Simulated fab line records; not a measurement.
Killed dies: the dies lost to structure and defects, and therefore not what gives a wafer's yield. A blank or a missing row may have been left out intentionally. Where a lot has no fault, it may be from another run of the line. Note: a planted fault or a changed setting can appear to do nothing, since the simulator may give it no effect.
Split-lot experiment    flow n5 finfet    on a route of 1938 steps: 7 lots, 21 wafers read

## SPLIT DETAILS
At N5_MOL_CONTACT_COAG_COAT_76 (time 60 s, resist thk 10 nm), the setting spin rpm was moved away from the recipe's 1500 rpm on 6 of the 21 wafers read, by -10.3% to +9.9%. This setting was run at the recipe's value on the other wafers.

## FROM THE SPLIT TO THE READING: what the file shows between them, 7 steps
- N5_MOL_CONTACT_COAG_COAT_77: time 60 s, resist thk 10 nm
- N5_MOL_CONTACT_COAG_COAT_78: resist thk 40 nm
- N5_MOL_CONTACT_COAG_DESCUM_88: chemistry O2, time 7 s
- N5_MOL_CONTACT_COAG_ETCH_89: etches underlayer in N2/H2, target depth 13 nm, time 10.4 s
- N5_MOL_CONTACT_COAG_ETCH_90: etches SiARC in CF4, target depth 13 nm, time 21.7 s
- N5_MOL_CONTACT_COAG_ALD_131: deposits SiO2, target thk 5 nm, pulse time 1 s, co reactant pulse time 1 s
- N5_MOL_CONTACT_COAG_ETCHBACK_132: etches SiO2 in CHF3, target depth 10 nm, time 6.7 s

## THE READING
SiARC_of_MOL_CONTACT_COAG_COAT_76.thk nm (the simulator's own value, which no gauge read), in nm, at N5_MOL_CONTACT_COAG_ETCH_91 (etches SOC in N2/H2, target depth 60 nm, overetch 21 nm, time 101.2 s). No usual value for it is given in the file. Average 5.9 nm, standard deviation 0.098 nm, over the 15 wafers here run with the recipe.

wafer   tool, chamber at the split  spin rpm as run, rpm  against the recipe  SiARC_of_MOL_CONTACT_COAG_COAT_76.thk nm, nm  against lot-mates on the recipe
L076.1  litho track-03, 0           1500                  recipe              5.8                                           -
L076.5  litho track-03, 0           1648                  +9.9%               5.4                                           -0.4
L076.6  litho track-03, 0           1648                  +9.9%               5.4                                           -0.4
L078.2  litho track-03, 0           1345                  -10.3%              6.4                                           +0.6
L078.3  litho track-03, 0           1500                  recipe              5.8                                           -
L078.5  litho track-03, 0           1500                  recipe              5.8                                           -
L087.1  litho track-04, 0           1500                  recipe              5.8                                           -
L087.5  litho track-04, 0           1500                  recipe              5.8                                           -
L087.6  litho track-04, 0           1500                  recipe              6                                             -
L088.1  litho track-04, 0           1596                  +6.4%               5.6                                           -0.4
L088.3  litho track-04, 0           1596                  +6.4%               5.6                                           -0.4
L088.6  litho track-04, 0           1500                  recipe              6                                             -
L089.4  litho track-03, 0           1574                  +4.9%               5.6                                           -0.3
L089.5  litho track-03, 0           1500                  recipe              5.8                                           -
L089.6  litho track-03, 0           1500                  recipe              6                                             -
L091.1  litho track-05, 0           1500                  recipe              6                                             -
L091.4  litho track-05, 0           1500                  recipe              6                                             -
L091.6  litho track-05, 0           1500                  recipe              6                                             -
L094.2  litho track-05, 0           1500                  recipe              6                                             -
L094.5  litho track-05, 0           1500                  recipe              6                                             -
L094.6  litho track-05, 0           1500                  recipe              6                                             -

FIT RESULTS
A straight line over all 21 wafers: SiARC_of_MOL_CONTACT_COAG_COAT_76.thk nm changes by -0.0508 nm for each +1% of spin rpm; r = -0.93; the points scatter about the line by 0.089 nm.
The same after taking each lot's own level away (the mean of its wafers on the recipe; 21 wafers): -0.051 nm for each +1%; r = -0.96; scatter 0.067 nm.
Per that fit: largest spin rpm move, reading shift of 0.53 nm.
Measured against the standard deviation above, the lots' own levels, which go from 5.80 to 6.00 nm, span 2.0 times it.
So the lot-to-lot level changes the slope little: the two slopes agree.
Check: for one of the wafers moved furthest among these (-10.3%), held out of the fit, the line's prediction against its lot-mates is +0.483 nm. Against them it came out at +0.6 nm.

## OTHER SPLITS ON THESE WAFERS
These wafers also went through other splits before the reading. Each is held against what the fit with the lots' levels taken away leaves over:
other split on the same wafers          wafers away from the commonest value  r with SiARC_of_MOL_CONTACT_COAG_COAT_76.thk nm (lot level and that fit taken away)
N5_MOL_CONTACT_COAG_ALD_123 ald cycles  6                                     -0.08

## THE WHOLE CHAIN: every reading that the file lists as answering this split, in the file's order
step                         what it does                                                           reading                                                                                    change (the file's fit)                 r (the file's)
N5_MOL_CONTACT_COAG_COAT_76  time 60 s, resist thk 10 nm                                            SiARC_of_MOL_CONTACT_COAG_COAT_76.thk nm (the simulator's own value, which no gauge read)  -0.0461 nm for each +1% of the setting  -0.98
N5_MOL_CONTACT_COAG_ETCH_90  etches SiARC in CF4, target depth 13 nm, time 21.7 s                   etch.depth nm (the simulator's own value, which no gauge read)                             -0.0498 nm for each +1% of the setting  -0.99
N5_MOL_CONTACT_COAG_ETCH_91  etches SOC in N2/H2, target depth 60 nm, overetch 21 nm, time 101.2 s  SiARC_of_MOL_CONTACT_COAG_COAT_76.thk nm (the simulator's own value, which no gauge read)  -0.0527 nm for each +1% of the setting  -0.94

## THE FILE'S OWN FIT
SiARC_of_MOL_CONTACT_COAG_COAT_76.thk nm changes by -0.0527 nm for each +1% of spin rpm, r = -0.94.
